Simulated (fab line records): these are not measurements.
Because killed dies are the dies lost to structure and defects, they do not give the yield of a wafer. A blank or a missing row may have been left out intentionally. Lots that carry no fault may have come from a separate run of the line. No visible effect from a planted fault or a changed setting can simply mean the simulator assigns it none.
Split-lot experiment | flow n5 finfet | 21 wafers read from 7 lots, route of 1938 steps

== ON THE SPLIT ==
At N5_BEOL_M9_ETCH_65 (etches SiARC in CF4, target depth 15.6 nm, time 26 s), the setting bias w was moved away from the recipe's 36 W on 5 of the 21 wafers read, by -15.8% to +15.3%. The other wafers ran this setting at the recipe's value.

The split's own step is where the reading is taken.

== THE READING ==
rf vpp V, in V, at N5_BEOL_M9_ETCH_65 (etches SiARC in CF4, target depth 15.6 nm, time 26 s). Typical for fault-free wafers on this fab line: 184.2 V, with standard deviation 1.1 V.

wafer  | tool, chamber at the split | bias w as run, W | against the recipe | rf vpp V, V | against lot-mates on the recipe
L074.2 | rie diel-06, 1             | 36               | recipe             | 185.4       | -
L074.4 | rie diel-06, 0             | 36               | recipe             | 183.7       | -
L074.6 | rie diel-06, 2             | 36               | recipe             | 184.1       | -
L075.2 | rie diel-03, 2             | 31.16            | -13.4%             | 168.6       | no lot-mate on the recipe
L075.5 | rie diel-03, 3             | 31.16            | -13.4%             | 167.3       | no lot-mate on the recipe
L075.6 | rie diel-03, 0             | 31.16            | -13.4%             | 167.3       | no lot-mate on the recipe
L080.1 | rie diel-06, 2             | 36               | recipe             | 185.3       | -
L080.4 | rie diel-06, 1             | 36               | recipe             | 186.1       | -
L080.5 | rie diel-06, 0             | 36               | recipe             | 184.5       | -
L086.2 | rie diel-05, 1             | 36               | recipe             | 182.2       | -
L086.4 | rie diel-05, 2             | 36               | recipe             | 184.4       | -
L086.5 | rie diel-05, 0             | 30.33            | -15.8%             | 165.2       | -18.1
L087.1 | rie diel-03, 0             | 36               | recipe             | 183.0       | -
L087.2 | rie diel-03, 3             | 36               | recipe             | 184.2       | -
L087.6 | rie diel-03, 3             | 36               | recipe             | 184.0       | -
L095.1 | rie diel-05, 1             | 36               | recipe             | 185.7       | -
L095.2 | rie diel-05, 2             | 36               | recipe             | 185.5       | -
L095.4 | rie diel-05, 0             | 36               | recipe             | 184.8       | -
L096.1 | rie diel-06, 1             | 36               | recipe             | 186.0       | -
L096.2 | rie diel-06, 2             | 36               | recipe             | 183.7       | -
L096.4 | rie diel-06, 3             | 41.52            | +15.3%             | 200.9       | +16.1

FIT RESULTS
A straight line over all 21 wafers: rf vpp V changes by +1.19 V for each +1% of bias w; r = +0.99; the points scatter about the line by 1.1 V.
The same after taking each lot's own level away (the mean of its wafers on the recipe; 18 wafers): +1.1 V for each +1%; r = +0.99; scatter 0.8 V.
The reading moves by 17 V for the largest change in bias w, on that fit.
Measured against the standard deviation above, the lots' own levels, which go from 183.30 to 185.33 V, span 1.8 times it.
Consequently the slope shifts little with the lot-to-lot level, the two slopes agreeing.
Check: -16.5 V against its lot-mates is what the line predicts for one of the wafers moved furthest among these (-15.8%) when that wafer is left out of the fit. It came out at -18.1 V against them.
Tool readings at the split's step, against how far the setting was moved: rf vpp V r = +0.99.

== OTHER SPLITS APPLIED TO THESE WAFERS ==
These wafers also went through other splits before the reading. Each is held against what the fit with the lots' levels taken away leaves over:
other split on the same wafers | wafers away from the commonest value | r with rf vpp V (lot level and that fit taken away)
N5_BEOL_M9_ILD_DEP_00 time s   | 4                                    | +0.09

== FILE'S OWN FIT ==
rf vpp V changes by +1.1 V for each +1% of bias w, r = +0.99.
